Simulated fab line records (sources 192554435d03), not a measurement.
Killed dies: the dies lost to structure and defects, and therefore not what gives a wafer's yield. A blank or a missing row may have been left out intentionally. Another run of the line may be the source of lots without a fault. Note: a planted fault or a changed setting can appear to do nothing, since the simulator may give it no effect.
Split-lot experiment	flow n5Finfet	route with 1938 steps; 7 lots, 39 wafers read

THE SPLIT ITSELF
At N5_BEOL_M11_ILD_DEP_00 (deposits SiCOH lowk from DEMS/porogen, target thk 308.51 nm, time 58 s), the setting timeS was moved away from the recipe's 58 s on 12 of the 39 wafers read, by -20.7% to +54.8%. This setting was run at the recipe's value on the other wafers.

BETWEEN THE SPLIT AND THE READING: the file shows 1 step in between
- N5_BEOL_M11_CURE_71: cures SiCOH lowk, time 240 s

THE READING
At N5_BEOL_M11_THK_MEAS_01: M11_ILD_THK, given in nm. Fault-free wafers of this fab line usually give 269 nm, standard deviation 3.4 nm.

wafer	tool, chamber at the split	timeS as run, s	against the recipe	M11_ILD_THK, nm	against lot-mates on the recipe
L074.1	pecvd-01, 2	81.94	+41.3%	381	+111
L074.2	pecvd-01, 0	58	recipe	266	-
L074.3	pecvd-01, 1	81.94	+41.3%	378	+108
L074.4	pecvd-01, 2	58	recipe	276	-
L074.5	pecvd-01, 0	58	recipe	269	-
L074.6	pecvd-01, 1	81.94	+41.3%	386	+116
L075.1	pecvd-01, 2	58	recipe	269	-
L075.2	pecvd-01, 0	58	recipe	262	-
L075.3	pecvd-01, 1	58	recipe	266	-
L075.4	pecvd-01, 1	58	recipe	269	-
L075.5	pecvd-01, 2	58	recipe	270	-
L075.6	pecvd-01, 0	58	recipe	268	-
L082.1	pecvd-01, 1	46	-20.7%	211	-53
L082.2	pecvd-01, 2	58	recipe	264	-
L082.3	pecvd-01, 0	58	recipe	262	-
L082.4	pecvd-01, 1	46	-20.7%	218	-46
L082.5	pecvd-01, 2	46	-20.7%	215	-49
L082.6	pecvd-01, 0	58	recipe	266	-
L081.3	pecvd-03, 2	58	recipe	267	-
L081.4	pecvd-03, 2	58	recipe	270	-
L081.5	pecvd-03, 0	58	recipe	269	-
L080.1	pecvd-02, 2,0	58	recipe	271	-
L080.2	pecvd-02, 0	58	recipe	272	-
L080.3	pecvd-02, 1	58	recipe	267	-
L080.4	pecvd-02, 2,0	58	recipe	271	-
L080.5	pecvd-02, 2	58	recipe	272	-
L080.6	pecvd-02, 1	58	recipe	270	-
L093.1	pecvd-01, 0	58	recipe	267	-
L093.2	pecvd-01, 2	89.77	+54.8%	417	+147
L093.3	pecvd-01, 1	89.77	+54.8%	416	+146
L093.4	pecvd-01, 2	89.77	+54.8%	418	+148
L093.5	pecvd-01, 1	58	recipe	272	-
L093.6	pecvd-01, 0	58	recipe	272	-
L095.1	pecvd-03, 1	58	recipe	264	-
L095.2	pecvd-03, 0	74.46	+28.4%	341	+71
L095.3	pecvd-03, 2,1	74.46	+28.4%	346	+76
L095.4	pecvd-03, 2	58	recipe	275	-
L095.5	pecvd-03, 2,1	74.46	+28.4%	347	+77
L095.6	pecvd-03, 0	58	recipe	270	-
Rows listing several chambers each stand for several wafers; the file does not say which wafer went through which chamber.

FIT RESULTS
A straight line over all 39 wafers: M11_ILD_THK changes by +2.7 nm for each +1% of timeS; r = +1.00; the points scatter about the line by 3.3 nm.
The same after taking each lot's own level away (the mean of its wafers on the recipe; 39 wafers): +2.64 nm for each +1%; r = +1.00; scatter 3.2 nm.
Per that fit: largest timeS move, reading shift of 1.4e+02 nm.
Measured against the standard deviation above, the lots' own levels, which go from 264.0 to 270.5 nm, span 1.9 times it.
Consequently the slope shifts little with the lot-to-lot level, the two slopes agreeing.
Check: with one of the wafers moved furthest among these (+54.8%) left out of the fit, the line predicts +145 nm for it against its lot-mates. It came out at +147 nm against them.

FURTHER SPLITS ON THESE WAFERS
Note: prior to the reading, these wafers also went through further splits. Each is held against what the fit with the lots' levels taken away leaves over:
other split on the same wafers	wafers away from the commonest value	r with M11_ILD_THK (lot level and that fit taken away)
N5_BEOL_M3_TRENCH_ETCH_37 timeS	18	+0.23
N5_BEOL_M6_ILD_DEP_00 timeS	15	+0.22
N5_BEOL_M8_CVD_78 targetThkA	12	-0.26

THE WHOLE CHAIN: every reading that the file lists as answering this split, in the file's order
step	what it does	reading	change (the file's fit)	r (the file's)
N5_BEOL_M11_ILD_DEP_00	deposits SiCOH lowk from DEMS/porogen, target thk 308.51 nm, time 58 s	SiCOH_lowk_of_BEOL_M11_ILD_DEP_00.thkNm (the simulator's own value, which no gauge read)	+2.98 nm for each +1% of the setting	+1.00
N5_BEOL_M11_CURE_71	cures SiCOH lowk, time 240 s	SiCOH_lowk_of_BEOL_M11_ILD_DEP_00.thkNm (the simulator's own value, which no gauge read)	+2.66 nm for each +1% of the setting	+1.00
N5_BEOL_M11_THK_MEAS_01		M11_ILD_THK	+2.66 for each +1% of the setting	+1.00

FILE'S OWN FIT
M11_ILD_THK changes by +2.66 nm for each +1% of timeS, r = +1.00.
